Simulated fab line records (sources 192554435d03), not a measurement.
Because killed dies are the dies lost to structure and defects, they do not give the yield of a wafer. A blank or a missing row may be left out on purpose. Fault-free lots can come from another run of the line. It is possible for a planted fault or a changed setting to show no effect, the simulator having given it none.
One fault seen from 2 desks + flow n5-finfet + every desk sees just its own numbers, and what lay behind them comes last
Where a reading is given only as a bound, like >300, the bound stands for it, and a mean or a difference that rests on one is marked > or <: the true number lies beyond.

THE DEFECT DESK
Inspection counts along the route, by lot: the mean over sampled wafers that carry a number. If a lot's mean is further than 4 standard deviations from the usual mean, the lot is out of limits and carries the mark OUT (the distance appears in the brackets).
Columns: A = raw-defect-count at N5_DUMMY_GATE_INSPECT_27, usual 306; B = raw-defect-count at N5_SPACER0_INSPECT_04, usual 143; C = raw-defect-count at N5_SD_EPI_N_INSPECT_11, usual 2.2; D = raw-defect-count at N5_SD_EPI_N_INSPECT_26, usual 220
| lot  | first seen here | A              | B              | C                      | D              |
|------|-----------------|----------------|----------------|------------------------|----------------|
| L690 | day 3 20:37     | 378            | 162            | 3.3                    | 262            |
| L691 | day 4 03:57     | 280            | 145            | 1.0                    | 220            |
| L693 | day 4 12:11     | 1280 (+13) OUT | 1125 (+29) OUT | >300 (+99 or more) OUT | 1165 (+21) OUT |
| L694 | day 4 20:13     | 1295 (+13) OUT | 1154 (+30) OUT | >300 (+99 or more) OUT | 1241 (+22) OUT |
| L697 | day 5 12:57     | 331            | 176            | 1.0                    | 258            |
| L705 | day 7 14:01     | 346            | 144            | 2.3                    | 211            |
| L707 | day 8 00:49     | 310            | 202            | 1.7                    | 269            |
This desk's finding: out of limits on L693, L694; first on L693, day 4 12:11 (raw-defect-count at N5_DUMMY_GATE_INSPECT_27). L690, L691, L697, L705, L707: within limits.

METROLOGY DESK
What the gauges read for every lot (on any tool): the sampled wafers with a number, averaged. If a lot's mean is further than 4 standard deviations from the usual mean, the lot is out of limits and carries the mark OUT (the distance appears in the brackets). 7 of its 10 readings are shown, namely those furthest out on some lot.
Columns: A = DIBL_N at N5_BEOL_M4_RC_MEAS_101, usual 35.9 mV/V; B = DIBL_P at N5_BEOL_M4_RC_MEAS_101, usual 36.3 mV/V; C = IOFF_P at N5_BEOL_M4_RC_MEAS_101, usual 0.208 nA/um; D = ION_P at N5_BEOL_M4_RC_MEAS_101, usual 462 uA/um; E = SS_N at N5_BEOL_M4_RC_MEAS_101, usual 71.5 mV/dec; F = SS_P at N5_BEOL_M4_RC_MEAS_101, usual 73.3 mV/dec; G = VT_P at N5_BEOL_M4_RC_MEAS_101, usual -250.5 mV
| lot  | first seen here | A    | B    | C     | D   | E    | F    | G      |
|------|-----------------|------|------|-------|-----|------|------|--------|
| L690 | day 9 08:19     | 37.0 | 37.2 | 0.265 | 472 | 72.2 | 73.2 | -245.5 |
| L691 | day 9 11:50     | 35.5 | 35.4 | 0.195 | 461 | 71.2 | 72.6 | -251.1 |
| L693 | day 10 07:00    | 36.5 | 36.2 | 0.225 | 469 | 71.6 | 73.7 | -249.8 |
| L694 | day 10 09:09    | 37.8 | 38.8 | 0.240 | 470 | 71.6 | 74.4 | -249.3 |
| L697 | day 10 20:38    | 35.4 | 34.7 | 0.207 | 464 | 71.4 | 73.1 | -246.3 |
| L705 | day 13 16:50    | 35.5 | 35.6 | 0.195 | 459 | 71.2 | 73.2 | -250.0 |
| L707 | day 13 21:12    | 34.5 | 36.6 | 0.198 | 465 | 71.4 | 73.2 | -251.8 |
Finding of this desk: none of the 7 lots has anything out of limits.

TAKEN TOGETHER
The defect desk could have raised an alarm at day 4 12:11, on L693, L694.
From the metrology desk's view, nothing was out of limits.
The metrology desk holds a record of L693, L694, inside its limits.
All the named lots went through N5_DUMMY_GATE_PRECLEAN_33 on wet-bench-03.

WHAT THE SIMULATOR PUT IN
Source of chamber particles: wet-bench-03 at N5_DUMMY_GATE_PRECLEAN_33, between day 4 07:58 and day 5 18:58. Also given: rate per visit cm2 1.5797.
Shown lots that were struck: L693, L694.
Hours from the fault's start to each desk's first reading out of limits: the defect desk, 4.
